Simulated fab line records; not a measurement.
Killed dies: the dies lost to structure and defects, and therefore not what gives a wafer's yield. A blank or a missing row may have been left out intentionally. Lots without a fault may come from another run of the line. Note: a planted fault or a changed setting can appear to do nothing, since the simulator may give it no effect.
A sampling plan put to the test ; flow n5Finfet ; one fab line, 54 faults that these records tell of, each judged on the records of the lots that it struck; 2 more are left out, because the records don't allow judging them
What counts as the plan is the set of the line's own looks, namely the steps on the route at which a gauge or an inspection reads a wafer and does not change it. Where struck wafers have a number at a look and the file lists that look's usual mean and standard deviation on fault-free wafers, the look can be judged. Caught: 4 or more of those standard deviations (sigma) separate the usual mean from the mean of the struck wafers at a look after the fault's first step. On the tool: the fault's steps, tested the same way using the tool's own readings. Caught also covers a different recipe on the struck wafers, or a record left blank for those wafers only.

## THE FAULTS, as the simulator had put them in
1. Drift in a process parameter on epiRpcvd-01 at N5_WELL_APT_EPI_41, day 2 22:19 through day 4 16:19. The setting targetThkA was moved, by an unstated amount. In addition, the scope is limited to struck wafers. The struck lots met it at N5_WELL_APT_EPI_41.
2. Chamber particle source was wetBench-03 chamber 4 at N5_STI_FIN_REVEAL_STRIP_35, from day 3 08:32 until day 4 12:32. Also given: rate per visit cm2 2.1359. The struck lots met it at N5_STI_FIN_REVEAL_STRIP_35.
3. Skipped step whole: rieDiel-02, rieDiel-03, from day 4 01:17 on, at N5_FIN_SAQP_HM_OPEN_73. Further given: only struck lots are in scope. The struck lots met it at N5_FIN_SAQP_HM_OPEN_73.
4. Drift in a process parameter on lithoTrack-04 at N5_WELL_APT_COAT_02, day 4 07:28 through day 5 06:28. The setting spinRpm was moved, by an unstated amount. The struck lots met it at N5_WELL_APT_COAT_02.
5. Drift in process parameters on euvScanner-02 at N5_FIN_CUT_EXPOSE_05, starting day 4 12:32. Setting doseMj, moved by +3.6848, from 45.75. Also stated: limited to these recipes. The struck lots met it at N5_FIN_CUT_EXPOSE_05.
6. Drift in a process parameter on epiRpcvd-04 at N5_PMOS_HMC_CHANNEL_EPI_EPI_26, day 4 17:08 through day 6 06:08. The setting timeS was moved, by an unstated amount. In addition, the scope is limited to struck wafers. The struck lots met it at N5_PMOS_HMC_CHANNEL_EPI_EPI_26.
7. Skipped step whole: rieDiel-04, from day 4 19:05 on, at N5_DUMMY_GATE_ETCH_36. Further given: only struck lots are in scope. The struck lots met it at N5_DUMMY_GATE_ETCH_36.
8. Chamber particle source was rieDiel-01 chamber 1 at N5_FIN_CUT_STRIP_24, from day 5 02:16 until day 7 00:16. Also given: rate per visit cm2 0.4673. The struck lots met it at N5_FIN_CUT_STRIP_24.
9. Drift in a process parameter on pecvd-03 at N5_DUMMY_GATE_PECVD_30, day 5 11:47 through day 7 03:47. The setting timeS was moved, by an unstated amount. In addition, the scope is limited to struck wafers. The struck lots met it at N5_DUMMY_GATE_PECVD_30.
10. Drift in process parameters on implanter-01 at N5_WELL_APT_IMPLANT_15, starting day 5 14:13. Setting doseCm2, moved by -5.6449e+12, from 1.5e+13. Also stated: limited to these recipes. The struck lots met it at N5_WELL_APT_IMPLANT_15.
11. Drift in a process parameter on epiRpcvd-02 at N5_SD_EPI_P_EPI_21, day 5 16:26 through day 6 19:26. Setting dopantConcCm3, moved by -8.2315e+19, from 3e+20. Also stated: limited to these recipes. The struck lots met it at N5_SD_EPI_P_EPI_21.
12. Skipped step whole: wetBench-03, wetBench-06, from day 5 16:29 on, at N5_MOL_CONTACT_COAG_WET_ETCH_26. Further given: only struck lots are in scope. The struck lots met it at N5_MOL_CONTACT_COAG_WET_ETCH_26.
13. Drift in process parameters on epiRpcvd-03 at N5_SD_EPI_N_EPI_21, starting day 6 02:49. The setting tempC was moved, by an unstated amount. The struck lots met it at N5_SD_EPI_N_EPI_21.
14. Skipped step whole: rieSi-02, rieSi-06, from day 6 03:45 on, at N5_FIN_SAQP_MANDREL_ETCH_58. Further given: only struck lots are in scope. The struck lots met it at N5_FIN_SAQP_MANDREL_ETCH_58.
15. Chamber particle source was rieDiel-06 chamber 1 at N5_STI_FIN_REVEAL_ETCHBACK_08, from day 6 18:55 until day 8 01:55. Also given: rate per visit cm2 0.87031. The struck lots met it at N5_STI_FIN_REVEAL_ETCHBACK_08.
16. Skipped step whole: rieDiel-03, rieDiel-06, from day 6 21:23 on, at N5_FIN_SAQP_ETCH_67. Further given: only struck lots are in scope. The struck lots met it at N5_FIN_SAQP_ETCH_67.
17. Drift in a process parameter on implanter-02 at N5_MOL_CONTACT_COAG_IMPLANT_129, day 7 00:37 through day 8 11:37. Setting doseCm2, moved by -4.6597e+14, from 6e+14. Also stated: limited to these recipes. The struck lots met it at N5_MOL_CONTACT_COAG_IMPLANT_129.
18. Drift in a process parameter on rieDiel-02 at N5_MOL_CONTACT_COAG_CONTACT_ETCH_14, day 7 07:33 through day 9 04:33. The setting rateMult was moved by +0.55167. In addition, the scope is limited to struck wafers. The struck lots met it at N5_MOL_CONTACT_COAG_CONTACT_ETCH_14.
19. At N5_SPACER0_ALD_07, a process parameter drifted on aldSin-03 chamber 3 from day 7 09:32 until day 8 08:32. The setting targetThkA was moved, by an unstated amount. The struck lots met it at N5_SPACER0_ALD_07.
20. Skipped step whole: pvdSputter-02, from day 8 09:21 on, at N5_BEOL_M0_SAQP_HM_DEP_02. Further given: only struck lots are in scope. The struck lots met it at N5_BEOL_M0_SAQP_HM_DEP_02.
21. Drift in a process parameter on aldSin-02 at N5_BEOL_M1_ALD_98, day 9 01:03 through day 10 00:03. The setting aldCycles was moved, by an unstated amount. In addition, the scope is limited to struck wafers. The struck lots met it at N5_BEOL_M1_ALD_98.
22. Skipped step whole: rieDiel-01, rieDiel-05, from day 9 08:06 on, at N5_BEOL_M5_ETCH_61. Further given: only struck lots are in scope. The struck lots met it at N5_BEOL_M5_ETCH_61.
23. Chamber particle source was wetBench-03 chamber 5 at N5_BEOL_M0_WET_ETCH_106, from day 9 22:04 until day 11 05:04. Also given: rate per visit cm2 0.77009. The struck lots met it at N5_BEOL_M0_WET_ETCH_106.
24. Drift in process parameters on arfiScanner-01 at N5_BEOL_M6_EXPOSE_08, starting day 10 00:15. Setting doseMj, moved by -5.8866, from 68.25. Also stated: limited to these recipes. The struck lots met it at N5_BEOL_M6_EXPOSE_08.
25. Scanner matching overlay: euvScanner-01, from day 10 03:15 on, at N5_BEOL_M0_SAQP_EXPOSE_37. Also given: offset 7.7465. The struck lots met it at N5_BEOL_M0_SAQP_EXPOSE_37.
26. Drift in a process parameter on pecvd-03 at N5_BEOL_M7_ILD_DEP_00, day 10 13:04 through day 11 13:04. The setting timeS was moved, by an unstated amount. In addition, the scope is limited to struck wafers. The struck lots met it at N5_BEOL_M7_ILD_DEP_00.
27. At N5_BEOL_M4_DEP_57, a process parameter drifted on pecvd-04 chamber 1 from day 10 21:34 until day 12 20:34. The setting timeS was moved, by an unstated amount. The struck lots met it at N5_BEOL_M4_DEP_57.
28. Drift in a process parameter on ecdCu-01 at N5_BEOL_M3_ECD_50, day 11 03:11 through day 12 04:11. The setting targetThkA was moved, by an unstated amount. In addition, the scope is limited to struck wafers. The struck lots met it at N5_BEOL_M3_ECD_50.
29. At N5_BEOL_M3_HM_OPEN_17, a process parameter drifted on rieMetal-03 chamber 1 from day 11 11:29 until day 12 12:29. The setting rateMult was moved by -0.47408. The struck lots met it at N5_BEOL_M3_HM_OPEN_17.
30. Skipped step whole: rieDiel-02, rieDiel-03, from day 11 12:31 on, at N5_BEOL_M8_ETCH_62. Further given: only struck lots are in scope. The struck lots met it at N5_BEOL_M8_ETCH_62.
31. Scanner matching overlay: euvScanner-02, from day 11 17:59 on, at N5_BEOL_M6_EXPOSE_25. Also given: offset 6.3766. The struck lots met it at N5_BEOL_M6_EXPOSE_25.
32. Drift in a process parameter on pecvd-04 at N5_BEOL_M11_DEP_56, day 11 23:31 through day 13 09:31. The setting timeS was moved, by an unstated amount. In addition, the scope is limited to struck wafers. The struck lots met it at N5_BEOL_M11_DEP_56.
33. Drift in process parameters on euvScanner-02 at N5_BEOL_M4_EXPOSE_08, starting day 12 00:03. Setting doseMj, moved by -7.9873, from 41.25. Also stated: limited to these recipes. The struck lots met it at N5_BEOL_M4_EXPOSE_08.
34. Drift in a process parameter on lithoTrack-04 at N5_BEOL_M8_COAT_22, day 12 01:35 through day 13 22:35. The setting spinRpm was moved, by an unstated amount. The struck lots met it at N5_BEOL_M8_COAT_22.
35. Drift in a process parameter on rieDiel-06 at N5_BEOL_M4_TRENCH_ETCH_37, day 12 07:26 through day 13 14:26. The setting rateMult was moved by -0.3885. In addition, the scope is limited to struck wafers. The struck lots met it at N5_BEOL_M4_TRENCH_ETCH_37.
36. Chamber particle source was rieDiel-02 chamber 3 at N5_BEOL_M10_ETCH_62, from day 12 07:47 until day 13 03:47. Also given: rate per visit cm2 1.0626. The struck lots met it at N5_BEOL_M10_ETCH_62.
37. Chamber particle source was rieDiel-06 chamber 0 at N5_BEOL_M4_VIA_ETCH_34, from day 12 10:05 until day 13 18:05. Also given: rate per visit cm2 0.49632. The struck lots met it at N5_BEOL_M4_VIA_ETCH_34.
38. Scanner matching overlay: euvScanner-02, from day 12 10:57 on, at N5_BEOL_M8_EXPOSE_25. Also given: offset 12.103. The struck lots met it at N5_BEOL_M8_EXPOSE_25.
39. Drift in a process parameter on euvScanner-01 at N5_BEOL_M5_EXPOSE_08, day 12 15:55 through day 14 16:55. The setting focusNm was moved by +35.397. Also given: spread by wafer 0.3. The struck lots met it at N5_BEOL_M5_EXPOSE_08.
40. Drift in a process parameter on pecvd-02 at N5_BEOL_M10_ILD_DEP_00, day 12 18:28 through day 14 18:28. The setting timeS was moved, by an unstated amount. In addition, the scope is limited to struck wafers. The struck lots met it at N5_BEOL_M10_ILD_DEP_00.
41. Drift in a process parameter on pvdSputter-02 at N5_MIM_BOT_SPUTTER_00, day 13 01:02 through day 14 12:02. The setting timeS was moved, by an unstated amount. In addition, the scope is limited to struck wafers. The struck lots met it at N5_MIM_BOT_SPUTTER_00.
42. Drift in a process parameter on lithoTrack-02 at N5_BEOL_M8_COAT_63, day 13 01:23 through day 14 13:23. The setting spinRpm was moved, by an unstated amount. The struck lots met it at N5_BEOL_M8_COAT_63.
43. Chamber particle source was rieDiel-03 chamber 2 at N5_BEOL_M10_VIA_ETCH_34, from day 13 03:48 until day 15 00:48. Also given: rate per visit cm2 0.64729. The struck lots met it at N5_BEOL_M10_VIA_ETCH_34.
44. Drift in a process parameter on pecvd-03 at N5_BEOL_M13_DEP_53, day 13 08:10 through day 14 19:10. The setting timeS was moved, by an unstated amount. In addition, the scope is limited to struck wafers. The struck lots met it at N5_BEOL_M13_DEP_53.
45. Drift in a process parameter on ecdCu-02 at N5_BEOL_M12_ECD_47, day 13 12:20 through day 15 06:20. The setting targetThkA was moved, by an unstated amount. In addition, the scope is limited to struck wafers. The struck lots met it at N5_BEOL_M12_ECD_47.
46. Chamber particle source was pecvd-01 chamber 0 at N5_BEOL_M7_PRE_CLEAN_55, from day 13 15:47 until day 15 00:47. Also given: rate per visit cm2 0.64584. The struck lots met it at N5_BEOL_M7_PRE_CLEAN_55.
47. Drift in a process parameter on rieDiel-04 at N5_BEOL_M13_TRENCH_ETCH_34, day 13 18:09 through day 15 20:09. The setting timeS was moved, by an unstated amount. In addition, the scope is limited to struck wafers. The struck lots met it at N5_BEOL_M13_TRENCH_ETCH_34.
48. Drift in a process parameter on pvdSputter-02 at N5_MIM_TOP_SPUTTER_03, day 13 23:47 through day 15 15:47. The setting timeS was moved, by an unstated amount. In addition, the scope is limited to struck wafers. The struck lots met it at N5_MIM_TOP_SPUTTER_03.
49. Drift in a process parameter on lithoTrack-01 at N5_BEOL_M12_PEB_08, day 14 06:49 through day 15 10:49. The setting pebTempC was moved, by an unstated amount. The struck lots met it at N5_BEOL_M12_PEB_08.
50. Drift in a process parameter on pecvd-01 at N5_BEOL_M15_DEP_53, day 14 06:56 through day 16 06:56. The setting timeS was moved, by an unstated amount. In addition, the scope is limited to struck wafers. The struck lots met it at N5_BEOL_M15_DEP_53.
51. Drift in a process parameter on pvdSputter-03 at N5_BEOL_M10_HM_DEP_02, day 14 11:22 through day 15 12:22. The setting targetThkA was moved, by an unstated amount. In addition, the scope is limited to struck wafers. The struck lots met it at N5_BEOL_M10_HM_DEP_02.
52. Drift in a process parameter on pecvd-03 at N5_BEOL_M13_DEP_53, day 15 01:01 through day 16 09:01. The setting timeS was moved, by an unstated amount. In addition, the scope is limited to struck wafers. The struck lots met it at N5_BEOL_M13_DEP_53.
53. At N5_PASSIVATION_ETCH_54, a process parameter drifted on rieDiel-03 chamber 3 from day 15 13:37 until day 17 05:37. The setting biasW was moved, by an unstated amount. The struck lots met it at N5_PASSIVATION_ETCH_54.
54. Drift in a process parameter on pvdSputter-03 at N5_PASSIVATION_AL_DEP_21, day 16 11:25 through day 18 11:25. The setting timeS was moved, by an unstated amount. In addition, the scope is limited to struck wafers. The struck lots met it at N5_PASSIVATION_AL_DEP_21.

## WHAT THE PLAN SAW
fault;on the tool itself;first look that catches it;reading, sigma;median hours from its first step to that look;hours from the fault's start to the first struck lot there;judged looks passed uncaught
1;under 2 sigma;not the one look that can be judged after it;-;-;-;1
2;no reading that can be judged;N5_STI_FIN_REVEAL_INSPECT_13;rawDefectCount +99 or beyond;0.4;6;0
3;the tool's record is blank for the struck wafers;no look after it can be judged;-;-;-;0
4;spinSpeedRpm +78 sigma;none of the 4 looks that can be judged after it;-;-;-;4
5;exposureDoseMJCm2 +6.2 sigma;N5_FIN_CUT_CD_MEAS_08;cdNm +5.0;0.1;4;0
6;under 2 sigma;N5_BEOL_M4_RC_MEAS_101;CJ_N -5.7;154.6;188;1
7;the tool's record is blank for the struck wafers;no look after it can be judged;-;-;-;0
8;under 2 sigma;none of the 2 looks that can be judged after it;strongest: rawDefectCount at N5_FIN_CUT_INSPECT_17, +3.2;-;-;2
9;no reading that can be judged;not the one look that can be judged after it;-;-;-;1
10;doseIonsCm2 -99 or beyond sigma;N5_BEOL_M4_RC_MEAS_101;CJ_P -6.4;156.6;170;0
11;under 2 sigma;N5_SD_ACTIVATION_RS_MEAS_03;RS_SD_P +24;2.5;6;0
12;no reading that can be judged;no look after it can be judged;-;-;-;0
13;susceptorTempC -53 sigma;N5_SD_EPI_N_EPI_MEAS_23;thkNm -14;1.4;5;0
14;the tool's record is blank for the struck wafers;no look after it can be judged;-;-;-;0
15;under 2 sigma;N5_STI_FIN_REVEAL_INSPECT_13;rawDefectCount +99 or beyond;3.6;6;1
16;the tool's record is blank for the struck wafers;no look after it can be judged;-;-;-;0
17;doseIonsCm2 -99 or beyond sigma;N5_BEOL_M4_RC_MEAS_101;RC_P +4.9;83.8;94;0
18;under 2 sigma;not the one look that can be judged after it;-;-;-;1
19;under 2 sigma;N5_BEOL_M4_RC_MEAS_101;IOFF_P_LIN +6.7;122.7;127;1
20;the tool's record is blank for the struck wafers;no look after it can be judged;-;-;-;0
21;under 2 sigma;not the one look that can be judged after it;strongest: CHAIN_V0_max_site at N5_BEOL_M4_RC_MEAS_101, -3.0;-;-;1
22;the tool's record is blank for the struck wafers;no look after it can be judged;-;-;-;0
23;under 2 sigma;not the one look that can be judged after it;-;-;-;1
24;exposureDoseMJCm2 -57 sigma;N5_BEOL_M6_CD_MEAS_11;cdNm -7.4;0.1;1;0
25;no reading that can be judged;N5_BEOL_M0_SAQP_OVL_MEAS_41;M0_CUT1_OVL +10;0.2;3;1
26;under 2 sigma;N5_BEOL_M7_THK_MEAS_01;M7_ILD_THK -7.8;0.9;15;0
27;under 2 sigma;none of the 2 looks that can be judged after it;-;-;-;2
28;no reading that can be judged;none of the 2 looks that can be judged after it;-;-;-;2
29;under 2 sigma;not the one look that can be judged after it;-;-;-;1
30;the tool's record is blank for the struck wafers;no look after it can be judged;-;-;-;0
31;under 2 sigma;N5_BEOL_M6_OVL_MEAS_29;V5_OVL +9.2;0.2;0;0
32;under 2 sigma;not the one look that can be judged after it;-;-;-;1
33;exposureDoseMJCm2 -13 sigma;N5_BEOL_M4_CD_MEAS_11;cdNm -20;0.1;2;0
34;spinSpeedRpm -74 sigma;none of the 3 looks that can be judged after it;-;-;-;3
35;oesProductAu -4.0 sigma;N5_BEOL_M4_OCD_MEAS_38;trenchDepthNm -19;0.1;1;0
36;only faintly: rfFwdPowerW -2.2 sigma;N5_BEOL_M10_INSPECT_30;rawDefectCount +9.0;4.5;16;0
37;under 2 sigma;no look after it can be judged;-;-;-;0
38;no reading that can be judged;N5_BEOL_M8_OVL_MEAS_29;V7_OVL +18;0.2;4;1
39;under 2 sigma;none of the 3 looks that can be judged after it;-;-;-;3
40;runLengthS +15 sigma;N5_BEOL_M10_THK_MEAS_01;M10_ILD_THK +7.6;0.6;1;0
41;under 2 sigma;no look after it can be judged;-;-;-;0
42;spinSpeedRpm -99 or beyond sigma;no look after it can be judged;-;-;-;0
43;under 2 sigma;not the one look that can be judged after it;-;-;-;1
44;under 2 sigma;not the one look that can be judged after it;-;-;-;1
45;no reading that can be judged;no look after it can be judged;-;-;-;0
46;the tool's record is blank for the struck wafers;N5_BEOL_M7_INSPECT_58;rawDefectCount +17;0.1;2;0
47;under 2 sigma;N5_BEOL_M13_OCD_MEAS_35;trenchDepthNm -7.0;0.2;1;0
48;under 2 sigma;no look after it can be judged;-;-;-;0
49;plateTempC -14 sigma;none of the 2 looks that can be judged after it;strongest: cdNm at N5_BEOL_M12_CD_MEAS_10, -3.7;-;-;2
50;under 2 sigma;not the one look that can be judged after it;-;-;-;1
51;under 2 sigma;no look after it can be judged;-;-;-;0
52;under 2 sigma;not the one look that can be judged after it;-;-;-;1
53;biasW -60 sigma;no look after it can be judged;-;-;-;0
54;under 2 sigma;none of the 4 looks that can be judged after it;-;-;-;4
A dash: the fault isn't caught, or these records don't give the number.

Caught at a look: 20 of 54. Caught on the tool: 21 of 54. By one or the other: 32 of 54.
Faults caught by the tool alone: 3, 4, 7, 14, 16, 20, 22, 30, 34, 42, 49, 53.
Caught at a look alone: faults 2, 6, 11, 15, 19, 25, 26, 31, 36, 38, 47.
Caught by neither: faults 1, 8, 9, 12, 18, 21, 23, 27, 28, 29, 32, 37, 39, 41, 43, 44, 45, 48, 50, 51, 52, 54.

## THINNER SAMPLING
Were the look that catches a fault to measure just every second or every third lot (counted by lot number), the first struck lot would, at worst, be measured this late:
fault;struck lots at that look, in order of time;every lot;every second lot;every third lot
2;L781;6 h;may miss it;may miss it
5;L899, L900;4 h;10 h;may miss all 2
6;L185;188 h;may miss it;may miss it
10;L334, L336;170 h;may miss all 2;may miss all 2
11;L479, L480, L482;6 h;14 h;may miss all 3
13;L935, L937, L939;5 h;may miss all 3;28 h
15;L971, L974;6 h;23 h;may miss all 2
17;L681, L683;94 h;may miss all 2;may miss all 2
19;L175, L176;127 h;127 h;may miss all 2
24;L617, L618, L619, L621;1 h;6 h;9 h
25;L928, L930;3 h;may miss all 2;may miss all 2
26;L728;15 h;may miss it;may miss it
31;L432, L437;0 h;38 h;may miss all 2
33;L565;2 h;may miss it;may miss it
35;L357, L359;1 h;may miss all 2;may miss all 2
36;L968;16 h;may miss it;may miss it
38;L821, L823;4 h;may miss all 2;may miss all 2
40;L565, L567, L569;1 h;may miss all 3;42 h
46;L624;2 h;may miss it;may miss it
47;L921, L925, L926;1 h;42 h;42 h
Hours are from the fault's start to the first struck lot that is measured. The test against the limit of 4 sigma pooled every struck wafer, which means one lot taken alone may stay below that limit. Other struck lots may not be in these records.

## THE LONGEST TIMED WAY FROM STEP TO LOOK
Fault 10: the median time between N5_WELL_APT_IMPLANT_15 and N5_BEOL_M4_RC_MEAS_101 is 156.6 hours. No look between them can be judged.
